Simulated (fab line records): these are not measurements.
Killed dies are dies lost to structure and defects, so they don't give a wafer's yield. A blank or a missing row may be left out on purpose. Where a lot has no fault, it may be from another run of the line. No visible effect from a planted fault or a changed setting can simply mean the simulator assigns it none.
Matching of chambers + flow n5_finfet + N5_GATE_CUT_DESCUM_18 on rie_diel-03 has 4 sister chambers
The step chemistry O2, time 7 s. 4 wafers are shown with their chamber, then 10 later ones without.

== EACH WAFER AND ITS CHAMBER ==
| wafer  | chamber | showerhead_plenum_p_Torr (Torr) |
|--------|---------|---------------------------------|
| L085.1 | 1       | 2.05                            |
| L086.2 | 2       | 2.08                            |
| L088.1 | 3       | 1.98                            |
| L088.4 | 0       | 2.16                            |

== WAFERS WITHOUT THEIR CHAMBER ==
| wafer  | showerhead_plenum_p_Torr (Torr) |
|--------|---------------------------------|
| L088.5 | 2.05                            |
| L087.1 | 2.08                            |
| L087.3 | 2.05                            |
| L087.4 | 2.08                            |
| L092.2 | 2.16                            |
| L092.3 | 2.08                            |
| L092.4 | 2.05                            |
| L093.1 | 2.16                            |
| L093.2 | 2.08                            |
| L093.4 | 2.04                            |

== EACH ONE'S CHAMBER ==
| wafer  | from the rows above | in truth |
|--------|---------------------|----------|
| L088.5 | 1                   | 1        |
| L087.1 | 2                   | 2        |
| L087.3 | 1                   | 1        |
| L087.4 | 2                   | 2        |
| L092.2 | 0                   | 0        |
| L092.3 | 2                   | 2        |
| L092.4 | 1                   | 1        |
| L093.1 | 0                   | 0        |
| L093.2 | 2                   | 2        |
| L093.4 | 1                   | 1        |
Placed correctly: 10 of 10. Not placeable from these rows: 0. Placed wrongly: 0.
How it was worked out, from the rows above alone: a wafer's distance from a chamber is the root of the sum, over the readings, of the square of ((its reading less the chamber's mean) divided by the reading's scatter). The wafer belongs to the nearest chamber; if the next one is less than 2 further off, it can't be placed. The mean given for a chamber averages the wafers shown for that chamber. The scatter: with one shown wafer a chamber, the root of the mean of the squares of how far each hidden wafer lies from its nearest shown one.
